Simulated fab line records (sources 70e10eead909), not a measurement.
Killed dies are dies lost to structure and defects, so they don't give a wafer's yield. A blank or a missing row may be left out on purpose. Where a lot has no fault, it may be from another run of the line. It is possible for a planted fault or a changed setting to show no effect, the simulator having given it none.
Which tool was responsible? / flow nand harc / 24 lots, 72 wafers sampled, at 5 steps of a route of 1159

## WHAT THE GAUGES READ, wafer by wafer
NHARC_A_SLIT_INSPECT_11. Usual: raw defect count reads 21 (standard deviation 11).
lot=L075; measured=day 14 04:09; on=defect inspect-02; raw defect count=10 6 17; flag=
lot=L074; measured=day 14 03:49; on=defect inspect-01; raw defect count=27 22 17; flag=
lot=L076; measured=day 14 23:05; on=defect inspect-02; raw defect count=11 12 13; flag=
lot=L079; measured=day 14 23:16; on=defect inspect-02; raw defect count=11 10 13; flag=
lot=L077; measured=day 14 23:03; on=defect inspect-01; raw defect count=15 22 27; flag=
lot=L078; measured=day 15 15:43; on=defect inspect-01; raw defect count=23 32 25; flag=
lot=L080; measured=day 15 12:53; on=defect inspect-01; raw defect count=8 13 10; flag=
lot=L081; measured=day 16 02:04; on=defect inspect-02; raw defect count=26 17 12; flag=
lot=L082; measured=day 16 18:37; on=defect inspect-01; raw defect count=31 29 28; flag=
lot=L083; measured=day 16 18:47; on=defect inspect-01; raw defect count=16 8 12; flag=
lot=L086; measured=day 17 06:32; on=defect inspect-01; raw defect count=31 31 24; flag=
lot=L084; measured=day 17 18:19; on=defect inspect-01; raw defect count=13 19 19; flag=
lot=L085; measured=day 17 18:53; on=defect inspect-02; raw defect count=18 20 15; flag=
lot=L087; measured=day 17 17:56; on=defect inspect-01; raw defect count=26 26 19; flag=
lot=L090; measured=day 18 12:50; on=defect inspect-02; raw defect count=9 17 10; flag=
lot=L089; measured=day 18 12:36; on=defect inspect-02; raw defect count=28 33 33; flag=
lot=L088; measured=day 18 10:52; on=defect inspect-01; raw defect count=31 40 31; flag=
lot=L091; measured=day 18 13:32; on=defect inspect-02; raw defect count=9 10 11; flag=
lot=L092; measured=day 18 11:33; on=defect inspect-01; raw defect count=31 28 36; flag=
lot=L093; measured=day 18 19:03; on=defect inspect-02; raw defect count=42 27 46; flag=
lot=L095; measured=day 19 12:04; on=defect inspect-01; raw defect count=44 48 50; flag=
lot=L094; measured=day 19 11:28; on=defect inspect-01; raw defect count=20 17 17; flag=
lot=L096; measured=day 19 22:32; on=defect inspect-01; raw defect count=14 19 6; flag=
lot=L097; measured=day 19 23:05; on=defect inspect-01; raw defect count=10 15 8; flag=

## TOOL THAT RAN EACH LOT (tool first, then ch and the chambers of the sampled wafers, then the start)
lot=L075; NHARC_A_STAIRCASE_ETCH_313=rie diel-08 ch 0,1,3, day 11 17:32; NHARC_A_STAIRCASE_ETCH_315=rie diel-08 ch 0,2,3, day 13 12:40 or earlier; NHARC_A_STAIRCASE_STRIP_446=plasma asher-02 ch 0,1, day 13 12:40; NHARC_A_STAIRCASE_CMP_152=cmp-02 ch 0,2,3, day 13 13:37
lot=L074; NHARC_A_STAIRCASE_ETCH_313=rie diel-02 ch 0,2,3, day 11 18:22; NHARC_A_STAIRCASE_ETCH_315=rie diel-02 ch 2,3, day 13 12:26 or earlier; NHARC_A_STAIRCASE_STRIP_446=plasma asher-02 ch 0,1, day 13 12:26; NHARC_A_STAIRCASE_CMP_152=cmp-02 ch 2,3, day 13 13:28
lot=L076; NHARC_A_STAIRCASE_ETCH_313=rie diel-02 ch 2,3, day 12 11:41; NHARC_A_STAIRCASE_ETCH_315=rie diel-02 ch 0,3, day 14 10:06 or earlier; NHARC_A_STAIRCASE_STRIP_446=plasma asher-01 ch 0,1, day 14 10:06; NHARC_A_STAIRCASE_CMP_152=cmp-04 ch 1,3, day 14 10:53
lot=L079; NHARC_A_STAIRCASE_ETCH_313=rie diel-01 ch 0,3, day 12 15:47; NHARC_A_STAIRCASE_ETCH_315=rie diel-01 ch 1,2,3, day 14 12:11 or earlier; NHARC_A_STAIRCASE_STRIP_446=plasma asher-01 ch 0,1, day 14 12:11; NHARC_A_STAIRCASE_CMP_152=cmp-02 ch 1,2,3, day 14 13:05
lot=L077; NHARC_A_STAIRCASE_ETCH_313=rie diel-02 ch 0,2,3, day 12 16:53; NHARC_A_STAIRCASE_ETCH_315=rie diel-02 ch 0,2, day 14 10:22 or earlier; NHARC_A_STAIRCASE_STRIP_446=plasma asher-02 ch 0,1, day 14 10:22; NHARC_A_STAIRCASE_CMP_152=cmp-04 ch 0,1,3, day 14 11:14
lot=L078; NHARC_A_STAIRCASE_ETCH_313=rie diel-02 ch 0,3, day 12 22:55; NHARC_A_STAIRCASE_ETCH_315=rie diel-02 ch 0,2,3, day 14 21:04 or earlier; NHARC_A_STAIRCASE_STRIP_446=plasma asher-02 ch 1, day 14 21:04; NHARC_A_STAIRCASE_CMP_152=cmp-03 ch 1,3, day 14 21:59
lot=L080; NHARC_A_STAIRCASE_ETCH_313=rie diel-02 ch 0,1,3, day 13 01:52; NHARC_A_STAIRCASE_ETCH_315=rie diel-02 ch 1,2,3, day 14 22:37 or earlier; NHARC_A_STAIRCASE_STRIP_446=plasma asher-02 ch 0,1, day 14 22:37; NHARC_A_STAIRCASE_CMP_152=cmp-02 ch 0,1,2, day 14 23:26
lot=L081; NHARC_A_STAIRCASE_ETCH_313=rie diel-01 ch 0,1,3, day 13 17:05; NHARC_A_STAIRCASE_ETCH_315=rie diel-01 ch 0,2,3, day 15 12:41 or earlier; NHARC_A_STAIRCASE_STRIP_446=plasma asher-01 ch 0,1, day 15 12:41; NHARC_A_STAIRCASE_CMP_152=cmp-02 ch 1,2,3, day 15 13:29
lot=L082; NHARC_A_STAIRCASE_ETCH_313=rie diel-08 ch 1,3, day 13 22:57; NHARC_A_STAIRCASE_ETCH_315=rie diel-08 ch 1,2,3, day 16 04:37 or earlier; NHARC_A_STAIRCASE_STRIP_446=plasma asher-01 ch 0,1, day 16 04:37; NHARC_A_STAIRCASE_CMP_152=cmp-04 ch 0,2, day 16 05:27
lot=L083; NHARC_A_STAIRCASE_ETCH_313=rie diel-08 ch 1,2,3, day 14 04:55; NHARC_A_STAIRCASE_ETCH_315=rie diel-08 ch 1,2, day 16 05:07 or earlier; NHARC_A_STAIRCASE_STRIP_446=plasma asher-01 ch 0,1, day 16 05:07; NHARC_A_STAIRCASE_CMP_152=cmp-02 ch 0,1,2, day 16 06:05
lot=L086; NHARC_A_STAIRCASE_ETCH_313=rie diel-01 ch 0,1,2, day 14 17:07; NHARC_A_STAIRCASE_ETCH_315=rie diel-01 ch 0,2,3, day 16 16:55 or earlier; NHARC_A_STAIRCASE_STRIP_446=plasma asher-02 ch 0,1, day 16 16:55; NHARC_A_STAIRCASE_CMP_152=cmp-02 ch 0,1,2, day 16 17:47
lot=L084; NHARC_A_STAIRCASE_ETCH_313=rie diel-02 ch 0,3, day 15 01:16; NHARC_A_STAIRCASE_ETCH_315=rie diel-02 ch 0,2,3, day 17 03:16 or earlier; NHARC_A_STAIRCASE_STRIP_446=plasma asher-02 ch 0,1, day 17 03:16; NHARC_A_STAIRCASE_CMP_152=cmp-04 ch 1,2, day 17 04:08
lot=L085; NHARC_A_STAIRCASE_ETCH_313=rie diel-08 ch 0,1,3, day 15 01:35; NHARC_A_STAIRCASE_ETCH_315=rie diel-08 ch 0,2,3, day 17 05:11 or earlier; NHARC_A_STAIRCASE_STRIP_446=plasma asher-02 ch 0,1, day 17 05:11; NHARC_A_STAIRCASE_CMP_152=cmp-04 ch 1,2,3, day 17 06:04
lot=L087; NHARC_A_STAIRCASE_ETCH_313=rie diel-08 ch 0,1,3, day 15 03:29; NHARC_A_STAIRCASE_ETCH_315=rie diel-08 ch 0,1,3, day 17 03:32 or earlier; NHARC_A_STAIRCASE_STRIP_446=plasma asher-02 ch 0,1, day 17 03:32; NHARC_A_STAIRCASE_CMP_152=cmp-02 ch 0,1,3, day 17 04:25
lot=L090; NHARC_A_STAIRCASE_ETCH_313=rie diel-02 ch 2,3, day 15 12:06; NHARC_A_STAIRCASE_ETCH_315=rie diel-02 ch 0,3, day 17 20:28 or earlier; NHARC_A_STAIRCASE_STRIP_446=plasma asher-02 ch 0, day 17 20:28; NHARC_A_STAIRCASE_CMP_152=cmp-02 ch 0,2,3, day 17 21:21
lot=L089; NHARC_A_STAIRCASE_ETCH_313=rie diel-01 ch 2,3, day 15 14:03; NHARC_A_STAIRCASE_ETCH_315=rie diel-01 ch 0,1,3, day 17 21:29 or earlier; NHARC_A_STAIRCASE_STRIP_446=plasma asher-02 ch 0,1, day 17 21:29; NHARC_A_STAIRCASE_CMP_152=cmp-03 ch 0,1,3, day 17 22:22
lot=L088; NHARC_A_STAIRCASE_ETCH_313=rie diel-02 ch 0,1, day 15 17:52; NHARC_A_STAIRCASE_ETCH_315=rie diel-02 ch 1,3, day 17 20:13 or earlier; NHARC_A_STAIRCASE_STRIP_446=plasma asher-01 ch 0,1, day 17 20:13; NHARC_A_STAIRCASE_CMP_152=cmp-02 ch 0,1, day 17 21:06
lot=L091; NHARC_A_STAIRCASE_ETCH_313=rie diel-01 ch 1,3, day 15 23:41; NHARC_A_STAIRCASE_ETCH_315=rie diel-01 ch 0,3, day 17 22:26 or earlier; NHARC_A_STAIRCASE_STRIP_446=plasma asher-01 ch 0,1, day 17 22:26; NHARC_A_STAIRCASE_CMP_152=cmp-04 ch 1,3, day 17 23:14
lot=L092; NHARC_A_STAIRCASE_ETCH_313=rie diel-08 ch 0,2, day 16 02:53; NHARC_A_STAIRCASE_ETCH_315=rie diel-08 ch 1,2,3, day 17 19:55 or earlier; NHARC_A_STAIRCASE_STRIP_446=plasma asher-02 ch 1, day 17 19:55; NHARC_A_STAIRCASE_CMP_152=cmp-03 ch 0,2,3, day 17 20:48
lot=L093; NHARC_A_STAIRCASE_ETCH_313=rie diel-08 ch 0,1, day 16 08:28; NHARC_A_STAIRCASE_ETCH_315=rie diel-08 ch 0,1,2, day 18 01:14 or earlier; NHARC_A_STAIRCASE_STRIP_446=plasma asher-02 ch 0, day 18 01:14; NHARC_A_STAIRCASE_CMP_152=cmp-03 ch 0,1,3, day 18 02:07
lot=L095; NHARC_A_STAIRCASE_ETCH_313=rie diel-08 ch 0,1, day 16 22:35; NHARC_A_STAIRCASE_ETCH_315=rie diel-08 ch 0,2,3, day 18 21:46 or earlier; NHARC_A_STAIRCASE_STRIP_446=plasma asher-01 ch 0,1, day 18 21:46; NHARC_A_STAIRCASE_CMP_152=cmp-04 ch 0,3, day 18 22:38
lot=L094; NHARC_A_STAIRCASE_ETCH_313=rie diel-08 ch 1,3, day 16 22:52; NHARC_A_STAIRCASE_ETCH_315=rie diel-08 ch 2,3, day 18 21:11 or earlier; NHARC_A_STAIRCASE_STRIP_446=plasma asher-01 ch 0,1, day 18 21:11; NHARC_A_STAIRCASE_CMP_152=cmp-02 ch 0,2,3, day 18 22:05
lot=L096; NHARC_A_STAIRCASE_ETCH_313=rie diel-08 ch 1,2,3, day 17 09:39; NHARC_A_STAIRCASE_ETCH_315=rie diel-08 ch 0,3, day 19 09:20 or earlier; NHARC_A_STAIRCASE_STRIP_446=plasma asher-02 ch 0,1, day 19 09:20; NHARC_A_STAIRCASE_CMP_152=cmp-04 ch 0,1,2, day 19 10:11
lot=L097; NHARC_A_STAIRCASE_ETCH_313=rie diel-08 ch 1,3, day 17 15:43; NHARC_A_STAIRCASE_ETCH_315=rie diel-08 ch 2,3, day 19 09:37 or earlier; NHARC_A_STAIRCASE_STRIP_446=plasma asher-02 ch 0,1, day 19 09:37; NHARC_A_STAIRCASE_CMP_152=cmp-03 ch 2,3, day 19 10:27
- NHARC_A_STAIRCASE_ETCH_313: etches the open film in CF4/CHF3.
- NHARC_A_STAIRCASE_ETCH_315: etches the open film in C4F8/O2/Ar, target depth 2500 nm, time 607.1 s.
- NHARC_A_STAIRCASE_STRIP_446: strips in O2.
- NHARC_A_STAIRCASE_CMP_152: polishes.

## WHAT THE TOOLS THEMSELVES READ (means of the sampled wafers that have a number; where no wafer has one, the mark that the record gives instead)
NHARC_A_STAIRCASE_ETCH_313. Usual: chf3 flow sccm 29.99 sccm, standard deviation 0.077; drypump motor current A 5.7 A, standard deviation 0.54; oes product au 0.935 a.u., standard deviation 0.02; rf vpp V 371.5 V, standard deviation 2.4; showerhead plenum p Torr 1.60 Torr, standard deviation 0.068; throttle valve pct 16.803 %, standard deviation 0.0091.
lot=L075; tool=rie diel-08; chf3 flow sccm (sccm)=30.01; drypump motor current A (A)=5.6; oes product au (a.u.)=0.928; rf vpp V (V)=371.9; showerhead plenum p Torr (Torr)=1.59; throttle valve pct (%)=16.810; flag=
lot=L074; tool=rie diel-02; chf3 flow sccm (sccm)=29.94; drypump motor current A (A)=6.0; oes product au (a.u.)=0.920; rf vpp V (V)=370.9; showerhead plenum p Torr (Torr)=1.60; throttle valve pct (%)=16.801; flag=
lot=L076; tool=rie diel-02; chf3 flow sccm (sccm)=29.96; drypump motor current A (A)=6.5; oes product au (a.u.)=0.927; rf vpp V (V)=369.6; showerhead plenum p Torr (Torr)=1.54; throttle valve pct (%)=16.800; flag=
lot=L079; tool=rie diel-01; chf3 flow sccm (sccm)=30.01; drypump motor current A (A)=5.3; oes product au (a.u.)=0.930; rf vpp V (V)=372.5; showerhead plenum p Torr (Torr)=1.64; throttle valve pct (%)=16.806; flag=
lot=L077; tool=rie diel-02; chf3 flow sccm (sccm)=29.98; drypump motor current A (A)=6.0; oes product au (a.u.)=0.968; rf vpp V (V)=371.4; showerhead plenum p Torr (Torr)=1.60; throttle valve pct (%)=16.795; flag=
lot=L078; tool=rie diel-02; chf3 flow sccm (sccm)=30.06; drypump motor current A (A)=6.0; oes product au (a.u.)=0.929; rf vpp V (V)=370.4; showerhead plenum p Torr (Torr)=1.56; throttle valve pct (%)=16.803; flag=
lot=L080; tool=rie diel-02; chf3 flow sccm (sccm)=30.05; drypump motor current A (A)=5.6; oes product au (a.u.)=0.918; rf vpp V (V)=370.4; showerhead plenum p Torr (Torr)=1.56; throttle valve pct (%)=16.804; flag=
lot=L081; tool=rie diel-01; chf3 flow sccm (sccm)=30.05; drypump motor current A (A)=5.6; oes product au (a.u.)=0.957; rf vpp V (V)=373.0; showerhead plenum p Torr (Torr)=1.63; throttle valve pct (%)=16.807; flag=
lot=L082; tool=rie diel-08; chf3 flow sccm (sccm)=30.00; drypump motor current A (A)=5.5; oes product au (a.u.)=0.974; rf vpp V (V)=370.6; showerhead plenum p Torr (Torr)=1.57; throttle valve pct (%)=16.797; flag=
lot=L083; tool=rie diel-08; chf3 flow sccm (sccm)=29.97; drypump motor current A (A)=5.6; oes product au (a.u.)=0.942; rf vpp V (V)=371.8; showerhead plenum p Torr (Torr)=1.62; throttle valve pct (%)=16.808; flag=
lot=L086; tool=rie diel-01; chf3 flow sccm (sccm)=30.09; drypump motor current A (A)=5.7; oes product au (a.u.)=0.962; rf vpp V (V)=371.5; showerhead plenum p Torr (Torr)=1.60; throttle valve pct (%)=16.804; flag=
lot=L084; tool=rie diel-02; chf3 flow sccm (sccm)=29.93; drypump motor current A (A)=6.0; oes product au (a.u.)=0.952; rf vpp V (V)=371.0; showerhead plenum p Torr (Torr)=1.56; throttle valve pct (%)=16.800; flag=
lot=L085; tool=rie diel-08; chf3 flow sccm (sccm)=30.02; drypump motor current A (A)=5.6; oes product au (a.u.)=0.925; rf vpp V (V)=371.3; showerhead plenum p Torr (Torr)=1.59; throttle valve pct (%)=16.810; flag=
lot=L087; tool=rie diel-08; chf3 flow sccm (sccm)=30.02; drypump motor current A (A)=5.6; oes product au (a.u.)=0.920; rf vpp V (V)=371.3; showerhead plenum p Torr (Torr)=1.59; throttle valve pct (%)=16.810; flag=
lot=L090; tool=rie diel-02; chf3 flow sccm (sccm)=30.03; drypump motor current A (A)=6.5; oes product au (a.u.)=0.972; rf vpp V (V)=369.6; showerhead plenum p Torr (Torr)=1.53; throttle valve pct (%)=16.806; flag=
lot=L089; tool=rie diel-01; chf3 flow sccm (sccm)=29.98; drypump motor current A (A)=5.2; oes product au (a.u.)=0.913; rf vpp V (V)=370.9; showerhead plenum p Torr (Torr)=1.58; throttle valve pct (%)=16.806; flag=
lot=L088; tool=rie diel-02; chf3 flow sccm (sccm)=29.96; drypump motor current A (A)=5.1; oes product au (a.u.)=0.946; rf vpp V (V)=370.2; showerhead plenum p Torr (Torr)=1.55; throttle valve pct (%)=16.801; flag=
lot=L091; tool=rie diel-01; chf3 flow sccm (sccm)=30.02; drypump motor current A (A)=5.4; oes product au (a.u.)=0.930; rf vpp V (V)=371.4; showerhead plenum p Torr (Torr)=1.58; throttle valve pct (%)=16.799; flag=
lot=L092; tool=rie diel-08; chf3 flow sccm (sccm)=30.02; drypump motor current A (A)=5.6; oes product au (a.u.)=0.919; rf vpp V (V)=374.0; showerhead plenum p Torr (Torr)=1.66; throttle valve pct (%)=16.804; flag=
lot=L093; tool=rie diel-08; chf3 flow sccm (sccm)=29.94; drypump motor current A (A)=5.4; oes product au (a.u.)=0.927; rf vpp V (V)=370.5; showerhead plenum p Torr (Torr)=1.58; throttle valve pct (%)=16.802; flag=
lot=L095; tool=rie diel-08; chf3 flow sccm (sccm)=29.99; drypump motor current A (A)=5.3; oes product au (a.u.)=0.928; rf vpp V (V)=369.3; showerhead plenum p Torr (Torr)=1.55; throttle valve pct (%)=16.805; flag=
lot=L094; tool=rie diel-08; chf3 flow sccm (sccm)=29.95; drypump motor current A (A)=5.5; oes product au (a.u.)=0.944; rf vpp V (V)=370.6; showerhead plenum p Torr (Torr)=1.56; throttle valve pct (%)=16.801; flag=
lot=L096; tool=rie diel-08; chf3 flow sccm (sccm)=29.93; drypump motor current A (A)=5.6; oes product au (a.u.)=0.917; rf vpp V (V)=371.9; showerhead plenum p Torr (Torr)=1.61; throttle valve pct (%)=16.804; flag=
lot=L097; tool=rie diel-08; chf3 flow sccm (sccm)=29.98; drypump motor current A (A)=5.7; oes product au (a.u.)=0.917; rf vpp V (V)=370.4; showerhead plenum p Torr (Torr)=1.58; throttle valve pct (%)=16.798; flag=

NHARC_A_STAIRCASE_ETCH_315. Usual: oes product au 0.931 a.u., standard deviation 0.0095; rf vpp V 1831 V, standard deviation 11.
lot=L075; tool=rie diel-08; oes product au (a.u.)=0.931; rf vpp V (V)=1826; flag=
lot=L074; tool=rie diel-02; oes product au (a.u.)=0.927; rf vpp V (V)=1827; flag=
lot=L076; tool=rie diel-02; oes product au (a.u.)=0.928; rf vpp V (V)=1826; flag=
lot=L079; tool=rie diel-01; oes product au (a.u.)=0.939; rf vpp V (V)=1829; flag=
lot=L077; tool=rie diel-02; oes product au (a.u.)=0.938; rf vpp V (V)=1837; flag=
lot=L078; tool=rie diel-02; oes product au (a.u.)=0.931; rf vpp V (V)=1830; flag=
lot=L080; tool=rie diel-02; oes product au (a.u.)=0.933; rf vpp V (V)=1820; flag=
lot=L081; tool=rie diel-01; oes product au (a.u.)=0.928; rf vpp V (V)=1834; flag=
lot=L082; tool=rie diel-08; oes product au (a.u.)=0.940; rf vpp V (V)=1835; flag=
lot=L083; tool=rie diel-08; oes product au (a.u.)=0.931; rf vpp V (V)=1839; flag=
lot=L086; tool=rie diel-01; oes product au (a.u.)=0.923; rf vpp V (V)=1835; flag=
lot=L084; tool=rie diel-02; oes product au (a.u.)=0.936; rf vpp V (V)=1830; flag=
lot=L085; tool=rie diel-08; oes product au (a.u.)=0.924; rf vpp V (V)=1837; flag=
lot=L087; tool=rie diel-08; oes product au (a.u.)=0.928; rf vpp V (V)=1828; flag=
lot=L090; tool=rie diel-02; oes product au (a.u.)=0.954; rf vpp V (V)=1835; flag=
lot=L089; tool=rie diel-01; oes product au (a.u.)=0.922; rf vpp V (V)=1835; flag=
lot=L088; tool=rie diel-02; oes product au (a.u.)=0.921; rf vpp V (V)=1813; flag=
lot=L091; tool=rie diel-01; oes product au (a.u.)=0.920; rf vpp V (V)=1841; flag=
lot=L092; tool=rie diel-08; oes product au (a.u.)=0.933; rf vpp V (V)=1833; flag=
lot=L093; tool=rie diel-08; oes product au (a.u.)=0.925; rf vpp V (V)=1833; flag=
lot=L095; tool=rie diel-08; oes product au (a.u.)=0.930; rf vpp V (V)=1836; flag=
lot=L094; tool=rie diel-08; oes product au (a.u.)=0.927; rf vpp V (V)=1843; flag=
lot=L096; tool=rie diel-08; oes product au (a.u.)=0.930; rf vpp V (V)=1832; flag=
lot=L097; tool=rie diel-08; oes product au (a.u.)=0.920; rf vpp V (V)=1842; flag=

NHARC_A_STAIRCASE_STRIP_446. Usual: drypump motor current A 5.5 A, standard deviation 0.43; heater power w 373 W, standard deviation 32.
lot=L075; tool=plasma asher-02; drypump motor current A (A)=5.8; heater power w (W)=387; flag=
lot=L074; tool=plasma asher-02; drypump motor current A (A)=5.9; heater power w (W)=386; flag=
lot=L076; tool=plasma asher-01; drypump motor current A (A)=5.2; heater power w (W)=335; flag=
lot=L079; tool=plasma asher-01; drypump motor current A (A)=5.2; heater power w (W)=335; flag=
lot=L077; tool=plasma asher-02; drypump motor current A (A)=5.5; heater power w (W)=413; flag=
lot=L078; tool=plasma asher-02; drypump motor current A (A)=5.2; heater power w (W)=430; flag=
lot=L080; tool=plasma asher-02; drypump motor current A (A)=5.5; heater power w (W)=408; flag=
lot=L081; tool=plasma asher-01; drypump motor current A (A)=5.2; heater power w (W)=356; flag=
lot=L082; tool=plasma asher-01; drypump motor current A (A)=5.2; heater power w (W)=339; flag=
lot=L083; tool=plasma asher-01; drypump motor current A (A)=5.2; heater power w (W)=337; flag=
lot=L086; tool=plasma asher-02; drypump motor current A (A)=5.5; heater power w (W)=391; flag=
lot=L084; tool=plasma asher-02; drypump motor current A (A)=5.8; heater power w (W)=382; flag=
lot=L085; tool=plasma asher-02; drypump motor current A (A)=5.5; heater power w (W)=386; flag=
lot=L087; tool=plasma asher-02; drypump motor current A (A)=5.8; heater power w (W)=386; flag=
lot=L090; tool=plasma asher-02; drypump motor current A (A)=6.1; heater power w (W)=372; flag=
lot=L089; tool=plasma asher-02; drypump motor current A (A)=5.8; heater power w (W)=380; flag=
lot=L088; tool=plasma asher-01; drypump motor current A (A)=5.3; heater power w (W)=356; flag=
lot=L091; tool=plasma asher-01; drypump motor current A (A)=5.2; heater power w (W)=354; flag=
lot=L092; tool=plasma asher-02; drypump motor current A (A)=5.2; heater power w (W)=394; flag=
lot=L093; tool=plasma asher-02; drypump motor current A (A)=6.1; heater power w (W)=380; flag=
lot=L095; tool=plasma asher-01; drypump motor current A (A)=5.2; heater power w (W)=337; flag=
lot=L094; tool=plasma asher-01; drypump motor current A (A)=5.3; heater power w (W)=359; flag=
lot=L096; tool=plasma asher-02; drypump motor current A (A)=5.5; heater power w (W)=394; flag=
lot=L097; tool=plasma asher-02; drypump motor current A (A)=5.8; heater power w (W)=384; flag=

NHARC_A_STAIRCASE_CMP_152. Usual: motor current A 12.2 A, standard deviation 1.1; pad life wafers 319, standard deviation 160.
lot=L075; tool=cmp-02; motor current A (A)=12.1; pad life wafers=277; flag=
lot=L074; tool=cmp-02; motor current A (A)=11.0; pad life wafers=264; flag=
lot=L076; tool=cmp-04; motor current A (A)=13.7; pad life wafers=109; flag=
lot=L079; tool=cmp-02; motor current A (A)=11.5; pad life wafers=452; flag=
lot=L077; tool=cmp-04; motor current A (A)=12.8; pad life wafers=121; flag=
lot=L078; tool=cmp-03; motor current A (A)=11.3; pad life wafers=410; flag=
lot=L080; tool=cmp-02; motor current A (A)=11.7; pad life wafers=519; flag=
lot=L081; tool=cmp-02; motor current A (A)=11.8; pad life wafers=44; flag=
lot=L082; tool=cmp-04; motor current A (A)=12.8; pad life wafers=326; flag=
lot=L083; tool=cmp-02; motor current A (A)=12.2; pad life wafers=128; flag=
lot=L086; tool=cmp-02; motor current A (A)=12.1; pad life wafers=200; flag=
lot=L084; tool=cmp-04; motor current A (A)=13.2; pad life wafers=494; flag=
lot=L085; tool=cmp-04; motor current A (A)=12.9; pad life wafers=517; flag=
lot=L087; tool=cmp-02; motor current A (A)=12.4; pad life wafers=272; flag=
lot=L090; tool=cmp-02; motor current A (A)=12.5; pad life wafers=446; flag=
lot=L089; tool=cmp-03; motor current A (A)=11.6; pad life wafers=296; flag=
lot=L088; tool=cmp-02; motor current A (A)=12.7; pad life wafers=434; flag=
lot=L091; tool=cmp-04; motor current A (A)=13.2; pad life wafers=62; flag=
lot=L092; tool=cmp-03; motor current A (A)=11.2; pad life wafers=271; flag=
lot=L093; tool=cmp-03; motor current A (A)=11.6; pad life wafers=337; flag=
lot=L095; tool=cmp-04; motor current A (A)=12.6; pad life wafers=198; flag=
lot=L094; tool=cmp-02; motor current A (A)=12.1; pad life wafers=644; flag=
lot=L096; tool=cmp-04; motor current A (A)=12.9; pad life wafers=278; flag=
lot=L097; tool=cmp-03; motor current A (A)=11.2; pad life wafers=552; flag=

## THE ANSWER, worked out from the rows above alone
Rule: lot off if the mean of its wafers having a number is beyond 3 standard deviations from the usual mean. A lot without any number at a reading at which 4 lots or more have one is off too. The other lots that the step has rows for count as sound. The gauges are gone through in route order, then the tools' own readings, and for those a lot's mean is taken as printed above. At the first step where some lot is off, the reading lying furthest off is the one used; lots without a number count as furthest.
No lot is off on any of the readings shown, so nothing can be concluded from this.

## WHAT THE SIMULATOR HAD PUT IN
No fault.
